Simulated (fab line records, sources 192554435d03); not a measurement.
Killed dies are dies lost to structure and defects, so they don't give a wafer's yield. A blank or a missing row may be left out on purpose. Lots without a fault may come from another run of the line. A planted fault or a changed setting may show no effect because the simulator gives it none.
Split-lot experiment | flow n5_finfet | 7 lots, 39 wafers read, on a route of 1938 steps

THE SPLIT
At N5_FIN_SAQP_PECVD_06 (deposits a-Si from SiH4/He, target thk 60 nm, time 48.1 s), the setting time_s was moved away from the recipe's 48.1 s on 12 of the 39 wafers read, by -44.0% to +59.2%. The other wafers ran this setting at the recipe's value.

FROM THE SPLIT TO THE READING: what the file shows between them, 5 steps
- N5_FIN_SAQP_THK_MEAS_07
- N5_FIN_SAQP_HM_DEP_72: deposits SiO2 from SiH4/N2O, target thk 12 nm, time 7.2 s
- N5_FIN_SAQP_COAT_49: time 60 s, resist thk 100 nm
- N5_FIN_SAQP_HM_OPEN_73: chemistry CHF3/O2, target SiO2, stops on a-Si, target depth 12 nm, time 16.8 s
- N5_FIN_SAQP_STRIP_74: strips in CHF3/O2

THE READING
oes_product_au, in a.u., at N5_FIN_SAQP_MANDREL_ETCH_22 (etches a-Si in HBr/Cl2, stops on SiNx, target depth 60 nm, bt time 10 s, time 30 s). Fault-free wafers of this fab line usually give 0.760 a.u., standard deviation 0.012 a.u..

wafer  | tool, chamber at the split | time_s as run, s | against the recipe | oes_product_au, a.u. | against lot-mates on the recipe
L078.1 | pecvd-01, 0                | 48.1             | recipe             | 0.769                | -
L078.2 | pecvd-01, 1                | 65.03            | +35.2%             | 0.938                | +0.168
L078.3 | pecvd-01, 0                | 65.03            | +35.2%             | 0.930                | +0.160
L078.4 | pecvd-01, 1                | 48.1             | recipe             | 0.770                | -
L078.5 | pecvd-01, 0                | 48.1             | recipe             | 0.770                | -
L078.6 | pecvd-01, 1                | 65.03            | +35.2%             | 0.959                | +0.189
L079.1 | pecvd-04, 2                | 48.1             | recipe             | 0.761                | -
L079.3 | pecvd-04, 0                | 48.1             | recipe             | 0.733                | -
L079.4 | pecvd-04, 2                | 48.1             | recipe             | 0.777                | -
L080.1 | pecvd-01, 1                | 48.1             | recipe             | 0.743                | -
L080.2 | pecvd-01, 0                | 26.94            | -44.0%             | 0.563                | -0.193
L080.3 | pecvd-01, 2                | 48.1             | recipe             | 0.757                | -
L080.4 | pecvd-01, 1                | 26.94            | -44.0%             | 0.562                | -0.194
L080.5 | pecvd-01, 0                | 48.1             | recipe             | 0.768                | -
L080.6 | pecvd-01, 2                | 26.94            | -44.0%             | 0.573                | -0.183
L089.1 | pecvd-03, 0                | 48.1             | recipe             | 0.766                | -
L089.2 | pecvd-03, 2                | 48.1             | recipe             | 0.751                | -
L089.3 | pecvd-03, 1                | 48.1             | recipe             | 0.781                | -
L089.4 | pecvd-03, 2                | 48.1             | recipe             | 0.756                | -
L089.5 | pecvd-03, 1                | 48.1             | recipe             | 0.773                | -
L089.6 | pecvd-03, 0                | 48.1             | recipe             | 0.754                | -
L090.1 | pecvd-03, 0                | 76.56            | +59.2%             | 1.025                | +0.257
L090.2 | pecvd-03, 1                | 48.1             | recipe             | 0.759                | -
L090.3 | pecvd-03, 2                | 76.56            | +59.2%             | 0.997                | +0.229
L090.4 | pecvd-03, 1                | 76.56            | +59.2%             | 0.991                | +0.223
L090.5 | pecvd-03, 2                | 48.1             | recipe             | 0.755                | -
L090.6 | pecvd-03, 0                | 48.1             | recipe             | 0.790                | -
L093.1 | pecvd-04, 1                | 48.1             | recipe             | 0.750                | -
L093.2 | pecvd-04, 0                | 48.1             | recipe             | 0.761                | -
L093.3 | pecvd-04, 2                | 48.1             | recipe             | 0.740                | -
L093.4 | pecvd-04, 2                | 48.1             | recipe             | 0.753                | -
L093.5 | pecvd-04, 0                | 48.1             | recipe             | 0.762                | -
L093.6 | pecvd-04, 1                | 48.1             | recipe             | 0.759                | -
L095.1 | pecvd-03, 0                | 48.1             | recipe             | 0.752                | -
L095.2 | pecvd-03, 1                | 48.1             | recipe             | 0.757                | -
L095.3 | pecvd-03, 2                | 70.66            | +46.9%             | 0.941                | +0.186
L095.4 | pecvd-03, 1                | 70.66            | +46.9%             | 0.966                | +0.211
L095.5 | pecvd-03, 2                | 48.1             | recipe             | 0.756                | -
L095.6 | pecvd-03, 0                | 70.66            | +46.9%             | 0.981                | +0.226

THE FIT
A straight line over all 39 wafers: oes_product_au changes by +0.00438 a.u. for each +1% of time_s; r = +0.99; the points scatter about the line by 0.016 a.u..
The same after taking each lot's own level away (the mean of its wafers on the recipe; 39 wafers): +0.00429 a.u. for each +1%; r = +0.99; scatter 0.014 a.u..
On that fit, the largest move of time_s shifts the reading by 0.25 a.u..
The lots' own levels span 0.7542 to 0.7697 a.u., that is 1.3 times the standard deviation above.
So the lot-to-lot level changes the slope little: the two slopes agree.
Check: with one of the wafers moved furthest among these (+59.2%) left out of the fit, the line predicts +0.254 a.u. for it against its lot-mates. It came out at +0.257 a.u. against them.

THE WHOLE CHAIN: every reading that the file lists as answering this split, in the file's order
step                        | what it does                                                                       | reading                                                                           | change (the file's fit)                                                         | r (the file's)
N5_FIN_SAQP_PECVD_06        | deposits a-Si from SiH4/He, target thk 60 nm, time 48.1 s                          | a-Si_of_FIN_SAQP_PECVD_06.thk_nm (the simulator's own value, which no gauge read) | +0.603 nm for each +1% of the setting                                           | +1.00
N5_FIN_SAQP_THK_MEAS_07     |                                                                                    | thk_nm                                                                            | withheld for each +1% of the setting                                            | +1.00
N5_FIN_SAQP_MANDREL_ETCH_22 | etches a-Si in HBr/Cl2, stops on SiNx, target depth 60 nm, bt time 10 s, time 30 s | oes_product_au                                                                    | +0.0043 a.u. for each +1% of the setting                                        | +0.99
N5_FIN_SAQP_MANDREL_ETCH_22 | etches a-Si in HBr/Cl2, stops on SiNx, target depth 60 nm, bt time 10 s, time 30 s | etch.depth_nm (the simulator's own value, which no gauge read)                    | +0.568 nm for each +1% of the setting                                           | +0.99
N5_FIN_SAQP_INSPECT_40      | inspects for defects (brightfield)                                                 | raw_defect_count                                                                  | not straight: 207 at the lowest setting, 231 at the recipe, 1801 at the highest | not given

THE FILE'S OWN FIT
oes_product_au changes by +0.0043 a.u. for each +1% of time_s, r = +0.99.
